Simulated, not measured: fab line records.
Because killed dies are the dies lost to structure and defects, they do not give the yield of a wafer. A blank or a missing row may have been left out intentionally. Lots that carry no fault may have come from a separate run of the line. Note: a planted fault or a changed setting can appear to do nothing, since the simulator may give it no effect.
A lot that was struck, set against a sound lot ; flow n5-finfet ; 39 out of 1938 route steps
Sound: wafers L716.1, L716.5, L716.6. Wafers L706.3, L706.4, L706.5 were the ones struck. The cause is named last.
For every step that has rows: the tool of each side, followed by ch and its chambers, followed by its first start. Under that, the readings that differ: sound wafers ; struck wafers ; difference of the means ; sigmas: that difference in standard deviations of wafers without a fault.
alike: readings whose means differ by less than 2 such deviations, and words and numbers that are the same on both sides. not compared: withheld readings, readings that some wafer has no value for, bounds like >300 that may hide the same value, and numbers for which the record gives no deviation and whose values overlap.
Wherever a step has rows on one side only, a row that says differs or no value, or a row with sigmas, the two part there. Numbers that have no deviation but don't overlap get no sigmas and don't part them. A reading missing from all wafers of one side parts the sides only when that side holds two or more wafers.

first, 9 steps without rows for these wafers: N5_BEOL_M4_ANNEAL_95 (time 240 s); N5_BEOL_M4_SPUTTER_96 (material Cu, target thk 4.5 nm, time 8.29 s); N5_BEOL_M4_ECD_50 (material Cu, target thk 300 nm); N5_BEOL_M4_ANNEAL_51 (time 90 s); N5_BEOL_M4_CMP_52 (polishes, stops on SiOC, t overpolish 6.8 s, target thk 40 nm); N5_BEOL_M4_PRE_CLEAN_60 (time 15 s); N5_BEOL_M4_CO_CAP_55 (material Co, precursor CCTBA/H2, target thk 2 nm, time 102.1 s); N5_BEOL_M4_PRE_CLEAN_56 (time 15 s); N5_BEOL_M4_DEP_57 (deposits SiCN from 3MS/NH3, target thk 8 nm, time 14 s).
N5_BEOL_M4_RC_MEAS_101:
  sound on prober-02 ch 0, day 13 23:29; struck on prober-02 ch 0, day 11 09:11
  alike: DIBL_N, DIBL_P, IOFF_N, IOFF_P, ION_N, ION_P, SS_N, SS_P, VT_N, VT_P
then, 24 steps without rows for these wafers: N5_BEOL_M5_ILD_DEP_00 (deposits SiCOH lowk from DEMS/porogen, target thk 140.64 nm, time 25.9 s); N5_BEOL_M5_CURE_79 (cures SiCOH lowk, time 240 s); N5_BEOL_M5_PECVD_70 (deposits SiO2 from TEOS/O2, target thk 16 nm, time 18 s); N5_BEOL_M5_HM_DEP_02 (deposits TiN, target thk 20 nm); N5_BEOL_M5_COAT_59 (time 60 s, resist thk 60 nm); N5_BEOL_M5_COAT_60 (time 60 s, resist thk 12 nm); N5_BEOL_M5_COAT_71 (time 60 s, resist thk 5 nm); N5_BEOL_M5_COAT_05 (resist thk 30 nm); N5_BEOL_M5_EBR_07; N5_BEOL_M5_SOFTBAKE_06 (time 60 s); N5_BEOL_M5_EXPOSE_08 (exposes mask M5, target cd 28 nm); N5_BEOL_M5_PEB_09 (peb time 60 s); N5_BEOL_M5_DEVELOP_10 (develop time 30 s); N5_BEOL_M5_DESCUM_16 (chemistry O2, time 7 s); N5_BEOL_M5_ETCH_72 (etches underlayer in N2/H2, target depth 6.5 nm, time 5.2 s); N5_BEOL_M5_ETCH_61 (etches SiARC in CF4, target depth 15.6 nm, time 26 s); N5_BEOL_M5_ETCH_62 (etches SOC in N2/H2, target depth 75 nm, overetch 15 nm, time 112.5 s); N5_BEOL_M5_STRIP_63 (strips in N2/H2); N5_BEOL_M5_STRIP_73 (strips in N2/H2); N5_BEOL_M5_STRIP_64 (strips in CF4); N5_BEOL_M5_HM_OPEN_17 (chemistry Cl2/BCl3, target TiN, target depth 20 nm, overetch 6 nm); N5_BEOL_M5_STRIP_19 (strips in O2); N5_BEOL_M5_COAT_65 (time 60 s, resist thk 60 nm); N5_BEOL_M5_COAT_66 (time 60 s, resist thk 12 nm).
N5_BEOL_M8_CMP_52: polishes, stops on SiCOH lowk, t overpolish 6.9 s, target thk 80 nm.
  sound on cmp-03 ch 0,2,3, day 15 16:14; struck on cmp-01 ch 1,2,3, day 13 02:55
  no value came back on the struck wafers for any of 7 readings (barrier-field-endpoint-s (s), clearing-platen-down-force-psi (psi) and others); on the sound wafers barrier-field-endpoint-s (s) reads 29.3 29.5 28.8
reading;sound;struck;difference;sigmas
model.Cu_of_BEOL_M8_ECD_50.thk-nm (nm);81.8 81.2 79.8;303 299.6 299.2;+220;
model.SiO2_of_BEOL_M8_PECVD_70.thk-nm (nm);0 0 0;20 20.2 20.4;+20;
  not compared: model.SiCOH_lowk_of_BEOL_M8_ILD_DEP_00.thk-nm
N5_BEOL_M8_THK_MEAS_53: measures by xrf.
  struck on film-metro-02, day 13 03:10; sound on film-metro-01, day 15 16:27
reading;sound;struck;difference;sigmas
M8_THK (nm);81.2 80.3 78.6;297.5 293.5 294.7;+215.2;+99 or more
N5_BEOL_M8_RS_MEAS_57: measures by four-point-probe.
  struck on film-metro-01, day 13 03:18; sound on film-metro-01, day 15 16:35
reading;sound;struck;difference;sigmas
M8_RS (ohm/sq);0.279 0.281 0.286;0.064 0.065 0.065;-0.217;-27
N5_BEOL_M8_INSPECT_58: inspects for defects (darkfield).
  struck on defect-inspect-02, day 13 03:19; sound on defect-inspect-02, day 15 16:37
reading;sound;struck;difference;sigmas
raw-defect-count;31 42 61;1155 1133 1228;+1127;+49
-- here the record skips 3 days between the struck wafers' starts before and after, leaving off in module BEOL_M8 and picking up in module PASSIVATION (first step shown: number 1936 of the route) --
N5_PASSIVATION_PROBE_49:
  rows exist in the record for the struck wafers here (prober-02, day 16 03:32), but not for the sound ones

## WHERE THEY PART
Last at N5_PASSIVATION_PROBE_49 as far as this record goes, first at N5_BEOL_M8_CMP_52.

WHY: whatever the simulator had introduced
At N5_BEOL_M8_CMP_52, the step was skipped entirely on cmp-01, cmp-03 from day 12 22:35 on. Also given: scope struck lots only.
